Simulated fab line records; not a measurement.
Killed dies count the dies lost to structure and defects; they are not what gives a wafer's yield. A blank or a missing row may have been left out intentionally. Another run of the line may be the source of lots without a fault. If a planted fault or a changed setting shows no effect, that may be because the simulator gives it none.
Matching of chambers | flow n5_finfet | 4 sister chambers for N5_BEOL_M8_STRIP_67 on rie_diel-04
The step strips in CF4. 4 wafers are shown with their chamber, then 9 later ones without.

== EACH WAFER AND ITS CHAMBER ==
wafer  | chamber | showerhead_plenum_p_Torr (Torr)
L088.3 | 1       | 1.76
L093.1 | 3       | 1.80
L093.3 | 2       | 1.80
L093.6 | 0       | 1.77

== WAFERS MISSING THEIR CHAMBER ==
wafer  | showerhead_plenum_p_Torr (Torr)
L091.1 | 1.80
L091.3 | 1.80
L091.6 | 1.80
L095.2 | 1.80
L095.3 | 1.76
L095.6 | 1.80
L096.4 | 1.80
L096.5 | 1.75
L096.6 | 1.80

== EACH ONE'S CHAMBER ==
wafer  | from the rows above     | in truth
L091.1 | can't be placed: 2 or 3 | 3
L091.3 | can't be placed: 2 or 3 | 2
L091.6 | can't be placed: 2 or 3 | 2
L095.2 | can't be placed: 2 or 3 | 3
L095.3 | 1                       | 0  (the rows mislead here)
L095.6 | can't be placed: 2 or 3 | 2
L096.4 | can't be placed: 2 or 3 | 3
L096.5 | 1                       | 1
L096.6 | can't be placed: 2 or 3 | 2
Correctly placed: 1 of 9. Cannot be placed on the basis of these rows: 7; the candidates contain the true chamber in 7. Placed wrongly: 1.
How it was worked out, from the rows above alone: a wafer's distance from a chamber is the root of the sum, over the readings, of the square of ((its reading less the chamber's mean) divided by the reading's scatter). If the next closest chamber is less than 2 further off than the closest, the wafer can't be placed; otherwise it belongs to the closest. For every chamber, the mean is computed from those of its wafers that are shown. The scatter: with one shown wafer a chamber, the root of the mean of the squares of how far each hidden wafer lies from its nearest shown one.
